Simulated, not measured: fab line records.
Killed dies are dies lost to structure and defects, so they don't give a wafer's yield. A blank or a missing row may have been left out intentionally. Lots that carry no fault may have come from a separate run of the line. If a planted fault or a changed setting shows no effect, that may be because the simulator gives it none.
A lot that was struck, set against a sound lot || flow n5-finfet || 15 out of 1938 route steps
Sound: the wafers L866.1, L866.3, L866.4. Struck: wafer L878.1. The cause comes at the end.
Per side, at each step with rows, come the tool, then ch with its chambers, and then its first start. Under that, the readings that differ: sound wafers || struck wafers || difference of the means || sigmas: that difference in standard deviations of wafers without a fault.
alike: readings with means less than 2 such deviations apart, plus words and numbers identical on both sides. not compared: withheld readings, readings lacking a value on some wafer, bounds such as >300 that could conceal the same value, and numbers that have no deviation in the record and whose values overlap.
Wherever a step has rows on one side only, a row that says differs or no value, or a row with sigmas, the two part there. Non-overlapping numbers with no deviation appear without sigmas and do not part them. A reading that every wafer of one side lacks parts them only if that side has two wafers or more.

first, 1 step without rows for these wafers: N5_BEOL_M6_STRIP_80 (strips in N2/H2, time 10 s).
N5_BEOL_M6_OCD_MEAS_38:
  sound on ocd-02, day 10 01:20; struck on ocd-01, day 13 06:52
  alike: trench-depth-nm
then, 4 steps without rows for these wafers: N5_BEOL_M6_HM_STRIP_39 (strips TiN in peroxide tin strip, target depth 25 nm, time 158 s); N5_BEOL_M6_SRD_40 (time 30 s); N5_BEOL_M6_PRECLEAN_42 (cleans in residue remover, time 60 s); N5_BEOL_M6_SRD_43 (time 30 s).
N5_BEOL_M6_CD_MEAS_35: target cd 40 nm, target cd y 28 nm.
  sound on cd-sem-01, day 10 01:29; struck on cd-sem-02, day 13 07:01
  alike: cd-nm
N5_BEOL_M6_CURE_75: cures SiCOH lowk, time 120 s.
  sound on uv-cure-02 ch 0, day 10 01:32; struck on uv-cure-03 ch 2, day 13 07:04
  alike: lamp-power-pct, wafer_temp_C_max
N5_BEOL_M6_DEGAS_44: time 60 s.
  sound on pvd-sputter-01, day 10 01:55; struck on pvd-sputter-03, day 13 07:44
  alike: heater-power-w
N5_BEOL_M6_PRE_CLEAN_45: time 30 s.
  sound on pvd-sputter-01, day 10 01:58; struck on pvd-sputter-03, day 13 07:46
  alike: heater-power-w
then, 1 step without rows for these wafers: N5_BEOL_M6_ALD_77 (deposits TaN, target thk 2 nm, pulse time 2 s, purge time 3 s).
N5_BEOL_M6_SURFACE_TREAT_79:
  sound on pvd-sputter-03, day 10 02:19; struck on pvd-sputter-02, day 13 08:24
  not compared: throttle-valve-pct
N5_BEOL_M6_CVD_78: deposits Co from CCTBA/H2, target thk 2 nm, time 142.3 s.
  sound on cvd-co-02 ch 0,1,2, day 10 02:42; struck on cvd-co-01 ch 1, day 13 08:29
{"reading": "run-length-s (s)", "sound": "165.4 165.8 164.1", "struck": 167.9, "difference": "+2.8", "sigmas": "+5"}
N5_BEOL_M6_SPUTTER_48: material Cu, target thk 10 nm, time 1.667 s.
  sound on pvd-sputter-01, day 10 02:59; struck on pvd-sputter-01, day 13 10:17
{"reading": "chuck-sensor-temp-C (C)", "sound": "-16.4 -15.9 -16.5", "struck": -15.3, "difference": "+1.0", "sigmas": "+2"}
  alike: cathode-dc-power-W, throttle-valve-pct
-- the record jumps here: 3 days lie between the struck wafers' starts before and after (it left off in module BEOL_M6 and takes up again in module PASSIVATION, whose first step shown is number 1936 of the route) --
N5_PASSIVATION_PROBE_49:
  sound on prober-02, day 13 18:38; struck on prober-01, day 16 12:07
{"reading": "killed_at_M4_up", "sound": "13 4 5", "struck": 20, "difference": "+13", "sigmas": "+2"}
  alike: defect-limited-yield, killed_at_M0_to_M3, killed-at-contacts, killed-at-front-end, killed-at-other, killed-dies, killed-open, killed-short, sort_bin_5_function, sort_bin_6_memory, sort-n-pass, sort-yield-pct

== WHERE THEY PART ==
Earliest at N5_BEOL_M6_CVD_78; latest, in this record, at N5_PASSIVATION_PROBE_49.

WHY: what had been put in by the simulator
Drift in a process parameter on cvd-co-01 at N5_BEOL_M6_CVD_78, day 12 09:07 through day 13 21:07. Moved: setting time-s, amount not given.
